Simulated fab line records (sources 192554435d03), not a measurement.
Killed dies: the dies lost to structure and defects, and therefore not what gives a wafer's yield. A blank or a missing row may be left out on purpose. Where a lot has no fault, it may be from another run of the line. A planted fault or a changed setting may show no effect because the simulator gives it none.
Chamber matching | flow n5Finfet | N5_BEOL_M3_ALD_84 on aldMetal-03: 4 sister chambers
The step deposits TaN, pulse time 2 s, purge time 3 s, co reactant purge time 2 s. 4 wafers are shown with their chamber, then 7 later ones without.

WAFERS, EACH WITH ITS CHAMBER
wafer  | chamber | heaterPowerW (W)
L086.3 | 1       | 369
L086.5 | 3       | 354
L087.3 | 0       | 445
L087.4 | 2       | 504

WAFERS WITHOUT THEIR CHAMBER
wafer  | heaterPowerW (W)
L087.6 | 347
L091.1 | 348
L091.2 | 430
L091.3 | 504
L092.3 | 363
L092.5 | 348
L092.6 | 516

EACH ONE'S CHAMBER
wafer  | from the rows above     | in truth
L087.6 | can't be placed: 3 or 1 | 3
L091.1 | can't be placed: 3 or 1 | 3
L091.2 | 0                       | 0
L091.3 | 2                       | 2
L092.3 | can't be placed: 1 or 3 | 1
L092.5 | can't be placed: 3 or 1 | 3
L092.6 | 2                       | 2
3 of 7 placed correctly. These rows do not allow placing 4 (true chamber among the candidates in 4). Wrongly placed: 0.
How it was worked out, from the rows above alone: a wafer's distance from a chamber is the root of the sum, over the readings, of the square of ((its reading less the chamber's mean) divided by the reading's scatter). If the next closest chamber is less than 2 further off than the closest, the wafer can't be placed; otherwise it belongs to the closest. The mean given for a chamber averages the wafers shown for that chamber. The scatter: with one shown wafer a chamber, the root of the mean of the squares of how far each hidden wafer lies from its nearest shown one.
